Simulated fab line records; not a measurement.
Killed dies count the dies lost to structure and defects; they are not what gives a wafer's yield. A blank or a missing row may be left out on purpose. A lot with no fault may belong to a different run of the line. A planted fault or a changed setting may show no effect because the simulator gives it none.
Matching of chambers	flow n5-finfet	N5_BEOL_M15_ETCH_57 on rie-diel-03: 4 sister chambers
The step etches SOC in N2/H2, time 750 s. 16 wafers are shown with their chamber, then 8 later ones without.

## WAFERS WITH THEIR CHAMBER
wafer	chamber	drypump-motor-current-A (A)	showerhead-plenum-p-Torr (Torr)	throttle-valve-pct (%)
L075.3	3	5.33	2.41	17.89
L075.4	0	5.48	2.33	17.87
L075.5	2	5.42	2.34	17.63
L076.2	1	6.11	2.48	17.64
L076.5	0	5.46	2.33	17.88
L076.6	1	6.12	2.48	17.66
L078.2	3	5.31	2.40	17.91
L078.5	3	5.32	2.40	17.87
L078.6	2	5.43	2.34	17.63
L085.2	2	5.41	2.33	17.65
L085.3	0	5.46	2.32	17.88
L085.4	3	5.31	2.40	17.90
L086.2	2	5.39	2.33	17.67
L086.3	0	5.43	2.32	17.91
L086.6	3	5.31	2.40	17.91
L089.2	1	6.11	2.47	17.69

SIGNATURES, as means of the wafers listed above
reading	chamber 0	chamber 1	chamber 2	chamber 3	scatter within a chamber
drypump-motor-current-A	5.4575	6.1133	5.4125	5.3160	0.0145
showerhead-plenum-p-Torr	2.3250	2.4767	2.3350	2.4020	0.00537
throttle-valve-pct	17.8850	17.6633	17.6450	17.8960	0.0191
Rule: a wafer lies at a distance from a chamber equal to the root of the sum of squares, over the readings, of (its reading less the chamber's mean, divided by the reading's scatter). The wafer belongs to the nearest chamber; if the next one is less than 2 further off, it can't be placed. The scatter: the root of (the sum of the squares of (reading less its chamber's mean) over the shown wafers, divided by (wafers less chambers)).

## WAFERS WITH NO CHAMBER GIVEN
wafer	drypump-motor-current-A (A)	showerhead-plenum-p-Torr (Torr)	throttle-valve-pct (%)
L089.5	5.29	2.39	17.92
L089.6	5.47	2.32	17.89
L090.1	6.12	2.47	17.68
L090.5	5.41	2.33	17.68
L090.6	5.44	2.32	17.91
L096.2	5.45	2.31	17.92
L096.4	5.33	2.71	17.57
L096.6	5.31	2.71	17.56

## EACH ONE'S CHAMBER
wafer	from the rows above	in truth
L089.5	3	3
L089.6	0	0
L090.1	1	1
L090.5	2	2
L090.6	0	0
L096.2	0	0
L096.4	3	3
L096.6	3	3
Correct placement for 8 of the 8. Left unplaced by these rows: 0. Wrongly placed: 0.
